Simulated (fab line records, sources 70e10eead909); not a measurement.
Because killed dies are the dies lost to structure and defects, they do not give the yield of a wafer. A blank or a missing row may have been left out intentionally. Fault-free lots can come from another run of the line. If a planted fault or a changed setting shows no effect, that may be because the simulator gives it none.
Matching of chambers | flow nand harc | 3 sister chambers for NHARC_P_M1_DEP_33 on pecvd-01
The step deposits SiCN, target thk 30 nm. 6 wafers are shown with their chamber, then 9 later ones without.

== WAFERS PAIRED WITH THEIR CHAMBERS ==
wafer  | chamber | heater power w (W)
L081.3 | 1       | 579
L081.6 | 2       | 578
L084.6 | 1       | 582
L088.1 | 2       | 510
L088.2 | 0       | 495
L088.4 | 0       | 483

== WAFERS MISSING THEIR CHAMBER ==
wafer  | heater power w (W)
L089.3 | 554
L089.5 | 572
L089.6 | 534
L092.1 | 608
L092.3 | 591
L092.4 | 529
L094.1 | 525
L094.3 | 570
L094.6 | 498

== THE CHAMBER EACH PASSED THROUGH ==
wafer  | from the rows above          | in truth
L089.3 | can't be placed: 2 or 1 or 0 | 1
L089.5 | can't be placed: 1 or 2      | 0
L089.6 | can't be placed: 2 or 0 or 1 | 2
L092.1 | can't be placed: 1 or 2      | 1
L092.3 | can't be placed: 1 or 2      | 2
L092.4 | can't be placed: 2 or 0 or 1 | 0
L094.1 | can't be placed: 2 or 0 or 1 | 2
L094.3 | can't be placed: 1 or 2      | 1
L094.6 | can't be placed: 0 or 2      | 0
Placed correctly: 0 of 9. From these rows, 9 cannot be placed; in 8 the true chamber is one of the candidates. 0 placed wrongly.
How it was worked out, from the rows above alone: a wafer's distance from a chamber is the root of the sum, over the readings, of the square of ((its reading less the chamber's mean) divided by the reading's scatter). The wafer belongs to the nearest chamber; if the next one is less than 2 further off, it can't be placed. A chamber's mean is the mean of its shown wafers. The scatter is the square root of a quotient: the sum, over the shown wafers, of each reading's squared deviation from its chamber's mean, divided by wafers minus chambers.
